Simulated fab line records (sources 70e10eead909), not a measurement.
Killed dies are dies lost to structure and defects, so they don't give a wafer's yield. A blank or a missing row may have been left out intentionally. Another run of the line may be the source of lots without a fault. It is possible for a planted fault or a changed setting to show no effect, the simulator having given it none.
One fault seen from 2 desks | flow nand harc | each desk has only its own numbers; what lay behind them comes last

== FROM THE METROLOGY DESK ==
What the gauges read, lot by lot, whatever tool the lot ran on: means of the sampled wafers that have a number. If a lot's mean is further than 4 standard deviations from the usual mean, the lot is out of limits and carries the mark OUT (the distance appears in the brackets).
Columns: A = cd nm at NHARC_A_M1_CD_MEAS_09, usual 120.1 nm
lot  | first seen here | A
L419 | day 18 01:13    | 119.9
L422 | day 18 12:47    | 120.0
L420 | day 18 12:56    | 119.7
L423 | day 18 16:15    | 120.0
L421 | day 18 16:59    | 119.6
L424 | day 19 13:45    | 120.3
L425 | day 19 14:39    | 119.8
L426 | day 19 18:14    | 119.8
L427 | day 19 20:23    | 120.1
L438 | day 21 21:46    | 120.4
L439 | day 22 18:23    | 119.8
L441 | day 22 18:55    | 120.4
Finding of this desk: none of the 12 lots has anything out of limits.

== THE TOOL OWNER'S DESK: ecd cu-02 ==
The tool's own readings at NHARC_A_M1_ECD_22 (material Cu, target thk 400 nm): means of the sampled wafers that have a number, for each lot that ran on this tool. If a lot's mean is further than 4 standard deviations from the usual mean, the lot is out of limits and carries the mark OUT (the distance appears in the brackets).
Columns: A = bath heat duty pct at NHARC_A_M1_ECD_22, usual 6.2 %
lot  | first seen here | A
L420 | day 18 14:36    | 5.0
L421 | day 18 18:37    | 5.8
L425 | day 19 16:13    | 5.1
L426 | day 19 19:49    | 6.1
L427 | day 19 21:57    | 5.3
Finding of this desk: none of the 5 lots has anything out of limits.

== BROUGHT TOGETHER ==
The metrology desk saw nothing out of limits.
The desk of the tool owner found nothing out of limits.

== WHAT HAD BEEN PUT IN BY THE SIMULATOR ==
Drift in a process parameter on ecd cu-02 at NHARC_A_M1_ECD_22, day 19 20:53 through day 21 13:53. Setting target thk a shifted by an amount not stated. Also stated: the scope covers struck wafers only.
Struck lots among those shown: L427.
